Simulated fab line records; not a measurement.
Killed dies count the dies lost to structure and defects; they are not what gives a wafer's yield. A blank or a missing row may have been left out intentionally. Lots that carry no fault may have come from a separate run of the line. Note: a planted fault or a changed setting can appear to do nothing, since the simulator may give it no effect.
Which of the tools did it? / flow nand-harc / 13 lots, 37 wafers sampled, at 5 steps of a route of 1302

WHAT THE GAUGES READ, wafer by wafer
NHARC_P_GATE_CD_MEAS_11: target cd 1640 nm.
lot=L251; measured=day 5 01:14; on=cd-sem-02; cd-nm (nm)=1639.7 1640.4 1638.0
lot=L254; measured=day 6 01:15; on=cd-sem-01; cd-nm (nm)=1638.6 1637.4 1637.9
lot=L255; measured=day 6 18:10; on=cd-sem-01; cd-nm (nm)=1638.9 1637.8 1638.5
lot=L257; measured=day 7 12:00; on=cd-sem-03; cd-nm (nm)=1637.4 1638.5 1639.2
lot=L259; measured=day 8 06:26; on=cd-sem-03; cd-nm (nm)=1636.8 1639.4 1638.6
lot=L260; measured=day 8 06:36; on=cd-sem-01; cd-nm (nm)=1638.8 1640.6 1641.0
lot=L261; measured=day 8 21:10; on=cd-sem-02; cd-nm (nm)=1641.1 1638.1 1635.5
lot=L264; measured=day 10 10:20; on=cd-sem-03; cd-nm (nm)=1638.4 1642.1 1638.4
lot=L265; measured=day 10 10:32; on=cd-sem-02; cd-nm (nm)=1640.4 1638.3
lot=L268; measured=day 11 19:09; on=cd-sem-03; cd-nm (nm)=1640.5 1637.5
lot=L270; measured=day 12 14:04; on=cd-sem-01; cd-nm (nm)=1639.3 1639.6 1639.3
lot=L272; measured=day 13 08:59; on=cd-sem-02; cd-nm (nm)=1638.6 1637.0 1641.8
lot=L273; measured=day 13 18:29; on=cd-sem-03; cd-nm (nm)=1637.0 1640.4 1639.1

NHARC_P_GATE_OVL_MEAS_27.
lot=L251; measured=day 5 15:40; on=overlay-02; overlay-x-nm (nm)=-0.7 -0.5 -0.1; overlay-y-nm (nm)=0.5 0.0 -0.2
lot=L254; measured=day 6 16:50; on=overlay-01; overlay-x-nm (nm)=0.6 0.7 0.0; overlay-y-nm (nm)=-0.9 -0.7 -0.7
lot=L255; measured=day 7 08:02; on=overlay-01; overlay-x-nm (nm)=-1.5 -1.3 -0.8; overlay-y-nm (nm)=-0.6 -0.8 -0.7
lot=L257; measured=day 8 05:00; on=overlay-01; overlay-x-nm (nm)=0.6 0.8 0.9; overlay-y-nm (nm)=1.6 1.9 1.0
lot=L259; measured=day 8 20:46; on=overlay-02; overlay-x-nm (nm)=0.3 0.4 0.2; overlay-y-nm (nm)=-1.1 -0.4 -1.2
lot=L260; measured=day 8 20:36; on=overlay-02; overlay-x-nm (nm)=-0.5 -0.6 -0.3; overlay-y-nm (nm)=-1.2 -1.4 -2.6
lot=L261; measured=day 9 12:55; on=overlay-02; overlay-x-nm (nm)=0.1 0.0 0.2; overlay-y-nm (nm)=1.5 1.0 1.4
lot=L264; measured=day 11 01:10; on=overlay-01; overlay-x-nm (nm)=0.6 0.5 0.7; overlay-y-nm (nm)=-0.1 0.1 0.1
lot=L265; measured=day 11 01:25; on=overlay-02; overlay-x-nm (nm)=-0.3 0.1; overlay-y-nm (nm)=-0.9 -0.4
lot=L268; measured=day 12 12:32; on=overlay-02; overlay-x-nm (nm)=-0.8 -1.3; overlay-y-nm (nm)=-0.2 0.1
lot=L270; measured=day 13 07:04; on=overlay-02; overlay-x-nm (nm)=-0.3 0.3 -1.0; overlay-y-nm (nm)=-1.1 -0.7 -0.6
lot=L272; measured=day 14 03:16; on=overlay-02; overlay-x-nm (nm)=-0.7 -0.3 -0.5; overlay-y-nm (nm)=0.7 0.2 0.2
lot=L273; measured=day 14 11:22; on=overlay-01; overlay-x-nm (nm)=-0.2 -0.9 -1.1; overlay-y-nm (nm)=-0.8 -0.2 0.0

NHARC_END_SORT_01.
lot=L261; measured=day 29 02:23; on=prober-01; killed-at-array=33 38 32; killed-at-other=2 2 2; killed-at-periphery=6 3 2; killed-dies=41 43 36; killed-open=1 3 3; killed-short=2 0 0

WHICH TOOL RAN EACH LOT (tool, then ch and the chambers of the sampled wafers, then the start)
lot=L251; NHARC_P_GATE_DESCUM_31=rie-diel-05 ch 0,3, day 5 15:46; NHARC_P_GATE_ETCH_104=rie-diel-05 ch 0,2,3, day 5 15:53
lot=L254; NHARC_P_GATE_DESCUM_31=rie-diel-12 ch 0,1,2, day 6 16:56; NHARC_P_GATE_ETCH_104=rie-diel-12 ch 0,1,2, day 6 17:01
lot=L255; NHARC_P_GATE_DESCUM_31=rie-diel-12 ch 0,1,3, day 7 08:10; NHARC_P_GATE_ETCH_104=rie-diel-12 ch 2,3, day 7 08:13
lot=L257; NHARC_P_GATE_DESCUM_31=rie-diel-07 ch 0,1,2, day 8 05:06; NHARC_P_GATE_ETCH_104=rie-diel-07 ch 0,1,2, day 8 05:11
lot=L259; NHARC_P_GATE_DESCUM_31=rie-diel-07 ch 0,2,3, day 8 20:51; NHARC_P_GATE_ETCH_104=rie-diel-07 ch 1,2,3, day 8 20:56
lot=L260; NHARC_P_GATE_DESCUM_31=rie-diel-05 ch 0,2,3, day 8 20:43; NHARC_P_GATE_ETCH_104=rie-diel-05 ch 1,3, day 8 20:47
lot=L261; NHARC_P_GATE_DESCUM_31=rie-diel-07 ch 0,2, day 9 13:01; NHARC_P_GATE_ETCH_104=rie-diel-07 ch 0,2,3, day 9 13:07
lot=L264; NHARC_P_GATE_DESCUM_31=rie-diel-05 ch 0,1,3, day 11 01:17; NHARC_P_GATE_ETCH_104=rie-diel-05 ch 1,2,3, day 11 01:21
lot=L265; NHARC_P_GATE_DESCUM_31=rie-diel-07 ch 0,2, day 11 01:31; NHARC_P_GATE_ETCH_104=rie-diel-07 ch 0,3, day 11 01:38
lot=L268; NHARC_P_GATE_DESCUM_31=rie-diel-07 ch 1,2, day 12 12:39; NHARC_P_GATE_ETCH_104=rie-diel-07 ch 2,3, day 12 12:50
lot=L270; NHARC_P_GATE_DESCUM_31=rie-diel-05 ch 0,2,3, day 13 07:10; NHARC_P_GATE_ETCH_104=rie-diel-05 ch 0,1,3, day 13 07:16
lot=L272; NHARC_P_GATE_DESCUM_31=rie-diel-05 ch 1,2,3, day 14 03:23; NHARC_P_GATE_ETCH_104=rie-diel-05 ch 1,2,3, day 14 03:27
lot=L273; NHARC_P_GATE_DESCUM_31=rie-diel-05 ch 1,2, day 14 11:28; NHARC_P_GATE_ETCH_104=rie-diel-05 ch 1,2,3, day 14 11:33
- NHARC_P_GATE_DESCUM_31: chemistry O2, time 3 s.
- NHARC_P_GATE_ETCH_104: etches the open film in CF4/CHF3, target depth 60 nm.

WHAT THE TOOLS THEMSELVES READ (means of the sampled wafers that have a number; where no wafer has one, the mark that the record gives instead)
NHARC_P_GATE_DESCUM_31.
lot=L251; tool=rie-diel-05; drypump-motor-current-A (A)=6.1; oes-product-au (a.u.)=0.999; rf-vpp-V (V)=58.2; showerhead-plenum-p-Torr (Torr)=1.87; throttle-valve-pct (%)=11.315
lot=L254; tool=rie-diel-12; drypump-motor-current-A (A)=5.6; oes-product-au (a.u.)=0.993; rf-vpp-V (V)=57.4; showerhead-plenum-p-Torr (Torr)=1.94; throttle-valve-pct (%)=11.312
lot=L255; tool=rie-diel-12; drypump-motor-current-A (A)=5.7; oes-product-au (a.u.)=0.995; rf-vpp-V (V)=58.9; showerhead-plenum-p-Torr (Torr)=2.00; throttle-valve-pct (%)=11.316
lot=L257; tool=rie-diel-07; drypump-motor-current-A (A)=5.8; oes-product-au (a.u.)=1.005; rf-vpp-V (V)=57.5; showerhead-plenum-p-Torr (Torr)=1.93; throttle-valve-pct (%)=11.319
lot=L259; tool=rie-diel-07; drypump-motor-current-A (A)=6.4; oes-product-au (a.u.)=1.008; rf-vpp-V (V)=57.7; showerhead-plenum-p-Torr (Torr)=1.88; throttle-valve-pct (%)=11.309
lot=L260; tool=rie-diel-05; drypump-motor-current-A (A)=5.8; oes-product-au (a.u.)=1.005; rf-vpp-V (V)=57.8; showerhead-plenum-p-Torr (Torr)=1.94; throttle-valve-pct (%)=11.302
lot=L261; tool=rie-diel-07; drypump-motor-current-A (A)=6.3; oes-product-au (a.u.)=1.009; rf-vpp-V (V)=58.2; showerhead-plenum-p-Torr (Torr)=1.87; throttle-valve-pct (%)=11.305
lot=L264; tool=rie-diel-05; drypump-motor-current-A (A)=5.7; oes-product-au (a.u.)=0.994; rf-vpp-V (V)=57.8; showerhead-plenum-p-Torr (Torr)=1.94; throttle-valve-pct (%)=11.308
lot=L265; tool=rie-diel-07; drypump-motor-current-A (A)=6.3; oes-product-au (a.u.)=1.010; rf-vpp-V (V)=57.3; showerhead-plenum-p-Torr (Torr)=1.88; throttle-valve-pct (%)=11.306
lot=L268; tool=rie-diel-07; drypump-motor-current-A (A)=5.6; oes-product-au (a.u.)=0.995; rf-vpp-V (V)=56.7; showerhead-plenum-p-Torr (Torr)=1.96; throttle-valve-pct (%)=11.309
lot=L270; tool=rie-diel-05; drypump-motor-current-A (A)=5.8; oes-product-au (a.u.)=0.997; rf-vpp-V (V)=57.5; showerhead-plenum-p-Torr (Torr)=1.94; throttle-valve-pct (%)=11.316
lot=L272; tool=rie-diel-05; drypump-motor-current-A (A)=5.7; oes-product-au (a.u.)=0.993; rf-vpp-V (V)=57.9; showerhead-plenum-p-Torr (Torr)=1.96; throttle-valve-pct (%)=11.316
lot=L273; tool=rie-diel-05; drypump-motor-current-A (A)=5.4; oes-product-au (a.u.)=1.011; rf-vpp-V (V)=57.7; showerhead-plenum-p-Torr (Torr)=2.02; throttle-valve-pct (%)=11.304

NHARC_P_GATE_ETCH_104.
lot=L251; tool=rie-diel-05; drypump-motor-current-A (A)=5.8; oes-product-au (a.u.)=0.922; rf-vpp-V (V)=371.5; showerhead-plenum-p-Torr (Torr)=1.60; throttle-valve-pct (%)=16.792
lot=L254; tool=rie-diel-12; drypump-motor-current-A (A)=5.6; oes-product-au (a.u.)=0.972; rf-vpp-V (V)=371.5; showerhead-plenum-p-Torr (Torr)=1.59; throttle-valve-pct (%)=16.798
lot=L255; tool=rie-diel-12; drypump-motor-current-A (A)=5.5; oes-product-au (a.u.)=0.936; rf-vpp-V (V)=369.5; showerhead-plenum-p-Torr (Torr)=1.56; throttle-valve-pct (%)=16.809
lot=L257; tool=rie-diel-07; drypump-motor-current-A (A)=5.8; oes-product-au (a.u.)=0.971; rf-vpp-V (V)=371.5; showerhead-plenum-p-Torr (Torr)=1.59; throttle-valve-pct (%)=16.804
lot=L259; tool=rie-diel-07; drypump-motor-current-A (A)=5.9; oes-product-au (a.u.)=0.922; rf-vpp-V (V)=370.9; showerhead-plenum-p-Torr (Torr)=1.59; throttle-valve-pct (%)=16.798
lot=L260; tool=rie-diel-05; drypump-motor-current-A (A)=5.6; oes-product-au (a.u.)=0.937; rf-vpp-V (V)=371.5; showerhead-plenum-p-Torr (Torr)=1.61; throttle-valve-pct (%)=16.805
lot=L261; tool=rie-diel-07; drypump-motor-current-A (A)=6.4; oes-product-au (a.u.)=0.931; rf-vpp-V (V)=370.5; showerhead-plenum-p-Torr (Torr)=1.55; throttle-valve-pct (%)=16.796
lot=L264; tool=rie-diel-05; drypump-motor-current-A (A)=5.7; oes-product-au (a.u.)=0.964; rf-vpp-V (V)=371.6; showerhead-plenum-p-Torr (Torr)=1.61; throttle-valve-pct (%)=16.800
lot=L265; tool=rie-diel-07; drypump-motor-current-A (A)=6.4; oes-product-au (a.u.)=0.804; rf-vpp-V (V)=369.5; showerhead-plenum-p-Torr (Torr)=1.54; throttle-valve-pct (%)=16.803
lot=L268; tool=rie-diel-07; drypump-motor-current-A (A)=6.3; oes-product-au (a.u.)=0.799; rf-vpp-V (V)=370.5; showerhead-plenum-p-Torr (Torr)=1.56; throttle-valve-pct (%)=16.796
lot=L270; tool=rie-diel-05; drypump-motor-current-A (A)=5.7; oes-product-au (a.u.)=0.961; rf-vpp-V (V)=371.3; showerhead-plenum-p-Torr (Torr)=1.59; throttle-valve-pct (%)=16.798
lot=L272; tool=rie-diel-05; drypump-motor-current-A (A)=5.7; oes-product-au (a.u.)=0.931; rf-vpp-V (V)=371.5; showerhead-plenum-p-Torr (Torr)=1.61; throttle-valve-pct (%)=16.802
lot=L273; tool=rie-diel-05; drypump-motor-current-A (A)=5.6; oes-product-au (a.u.)=0.976; rf-vpp-V (V)=371.6; showerhead-plenum-p-Torr (Torr)=1.61; throttle-valve-pct (%)=16.804

THE ANSWER, worked out from the rows above alone
Rule: usual is defined by the lots themselves. Put in order of their means at a reading, lots are off if they are a third of the lots or fewer, leave a main group of 4 or more, and stand apart from it by a gap of 3 or more times the standard deviation of the main group's means; of several such gaps the widest counts. The tables above print the reading to a certain number of digits; a main group whose means all agree to those digits is not used. A lot without any number at a reading at which 4 lots or more have one is off too. The other lots that the step has rows for count as sound. Order of review: gauges by route order, followed by the tools' own readings, for which a lot's mean as printed above is used. At the first step where some lot is off, the reading lying furthest off is the one used; lots without a number count as furthest.
Off: L265, L268, at NHARC_P_GATE_ETCH_104 (oes-product-au). The main group has a mean of 0.948 a.u. with a standard deviation of 0.02.
If a tool, at that step or one of the process steps before it, ran each lot that is off and ran no sound lot following the first of them, it fits. One candidate fits, namely rie-diel-07 at NHARC_P_GATE_DESCUM_31 and NHARC_P_GATE_ETCH_104. At NHARC_P_GATE_DESCUM_31 its last sound lot is L261 (day 9 13:01), its first lot that is off L265 (day 11 01:31): a fault that began between those two fits.

WHAT THE SIMULATOR PUT IN
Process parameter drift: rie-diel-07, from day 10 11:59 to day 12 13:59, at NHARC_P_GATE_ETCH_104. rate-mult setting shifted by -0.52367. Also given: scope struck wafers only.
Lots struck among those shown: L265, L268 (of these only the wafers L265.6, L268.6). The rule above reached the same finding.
